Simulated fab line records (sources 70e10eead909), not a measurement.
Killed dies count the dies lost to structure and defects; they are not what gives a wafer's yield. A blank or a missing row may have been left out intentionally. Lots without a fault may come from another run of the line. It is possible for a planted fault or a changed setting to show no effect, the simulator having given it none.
A struck lot beside a sound one	flow nand harc	14 out of 1159 route steps
Sound: these wafers, L995.2, L995.3, L995.5. Struck: wafer L111.4 (left out: L111.3, L111.6 of the same lot, which were not struck); the cause appears at the end.
Each step with rows lists, per side, the tool, then ch with its chambers, then its first start. Under that, the readings that differ: sound wafers	struck wafers	difference of the means	sigmas: that difference in standard deviations of wafers without a fault.
alike: same words and numbers on both sides, and readings whose means sit less than 2 such deviations apart. not compared: any withheld reading, any reading some wafer has no value for, any bound like >300 that may hide the same value, and any number with overlapping values for which the record gives no deviation.
The two part at a step that has a row with sigmas, a row that says differs or no value, or rows on one side only. Non-overlapping numbers with no deviation appear without sigmas and do not part them. A reading missing from all wafers of one side parts the sides only when that side holds two or more wafers.

first, 2 steps without rows for these wafers: NHARC_A_ONON_D1_ANNEAL_15 (time 3600 s); NHARC_A_ONON_D1_DEP_16 (target thk 1000 nm).
NHARC_A_ONON_D1_THK_MEAS_18: measures by ellipsometry.
  sound: film metro-01 at day 8 09:52; struck: film metro-02 at day 12 20:37
  alike: thk nm
then, no rows for these wafers at 1 step: NHARC_A_ONON_D1_DEP_19 (target thk 1000 nm).
NHARC_A_ONON_D1_THK_MEAS_21: measures by ellipsometry.
  sound: film metro-01 at day 8 10:26; struck: film metro-02 at day 12 21:11
  alike: thk nm
then, no rows for these wafers at 1 step: NHARC_A_ONON_D1_DEP_22 (target thk 1000 nm).
NHARC_A_ONON_D1_THK_MEAS_24: measures by ellipsometry.
  sound: film metro-02 at day 8 11:00; struck: film metro-01 at day 12 21:46
  alike: thk nm
then, no rows for these wafers at 1 step: NHARC_A_ONON_D1_DEP_25 (target thk 1000 nm).
NHARC_A_ONON_D1_THK_MEAS_27: measures by ellipsometry.
  sound: film metro-02 at day 8 11:34; struck: film metro-02 at day 12 22:19
  alike: thk nm
then, no rows for these wafers at 1 step: NHARC_A_ONON_D1_DEP_28 (target thk 1000 nm).
NHARC_A_ONON_D1_THK_MEAS_30: measures by ellipsometry.
  sound: film metro-02 at day 8 12:08; struck: film metro-02 at day 12 22:53
  alike: thk nm
NHARC_A_ONON_D1_DEP_33: deposits SiO2, target thk 200 nm.
  sound on pecvd-01 ch 0,1, day 8 12:14; struck on pecvd-02 ch 1, day 12 23:08
reading	sound	struck	difference	sigmas
heater power w (W)	590 531 611	425	-152	-3
rf fwd power W (W)	898.5 899.3 897.2	1265.3	+367.0	+99 or more
throttle valve pct (%)	15.8 15.9 16.2	17.4	+1.4	+3
NHARC_A_ONON_D1_THK_MEAS_34: measures by ellipsometry.
  sound: film metro-02 at day 8 12:37; struck: film metro-01 at day 12 23:38
reading	sound	struck	difference	sigmas
thk nm (nm)	199.5 201.6 204.3	223.8	+22.0	+8
  not compared: hold
next, for these wafers, 1 step has no rows: NHARC_END_SORT_01.

## WHERE THEY PART
First at NHARC_A_ONON_D1_DEP_33; last, within this record, at NHARC_A_ONON_D1_THK_MEAS_34.

WHY: the cause the simulator had injected
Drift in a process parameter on pecvd-02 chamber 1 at NHARC_A_ONON_D1_DEP_33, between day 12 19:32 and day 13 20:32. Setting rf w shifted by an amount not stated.
